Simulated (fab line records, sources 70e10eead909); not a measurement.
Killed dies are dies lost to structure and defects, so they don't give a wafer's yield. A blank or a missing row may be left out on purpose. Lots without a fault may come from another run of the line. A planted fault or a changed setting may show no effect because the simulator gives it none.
Chamber matching | flow nand_harc | NHARC_A_BLC_ALD_23 on ald_metal-02: 4 sister chambers
The step deposits TiN, target thk 3 nm, pulse time 1 s, ald cycles 150. 4 wafers are shown with their chamber, then 8 later ones without.

WAFERS WITH THEIR CHAMBER
wafer  | chamber | heater_power_w (W)
L736.2 | 2       | 1115
L736.5 | 0       | 1099
L736.6 | 3       | 892
L740.3 | 1       | 1007

WAFERS WITHOUT THEIR CHAMBER
wafer  | heater_power_w (W)
L740.4 | 879
L740.5 | 1111
L742.2 | 885
L742.3 | 1059
L742.5 | 1085
L741.1 | 1061
L741.4 | 894
L741.5 | 866

WHICH CHAMBER EACH WENT THROUGH
wafer  | from the rows above          | in truth
L740.4 | 3                            | 3
L740.5 | can't be placed: 2 or 0      | 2
L742.2 | 3                            | 3
L742.3 | can't be placed: 0 or 1 or 2 | 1
L742.5 | can't be placed: 0 or 2      | 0
L741.1 | can't be placed: 0 or 1 or 2 | 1
L741.4 | 3                            | 3
L741.5 | 3                            | 3
Placed correctly: 4 of 8. Can't be placed from these rows: 4 (the true chamber is among the candidates in 4). Placed wrongly: 0.
How it was worked out, from the rows above alone: a wafer's distance from a chamber is the root of the sum, over the readings, of the square of ((its reading less the chamber's mean) divided by the reading's scatter). The wafer belongs to the nearest chamber; if the next one is less than 2 further off, it can't be placed. A chamber's mean is the mean of its shown wafers. The scatter: with one shown wafer a chamber, the root of the mean of the squares of how far each hidden wafer lies from its nearest shown one.
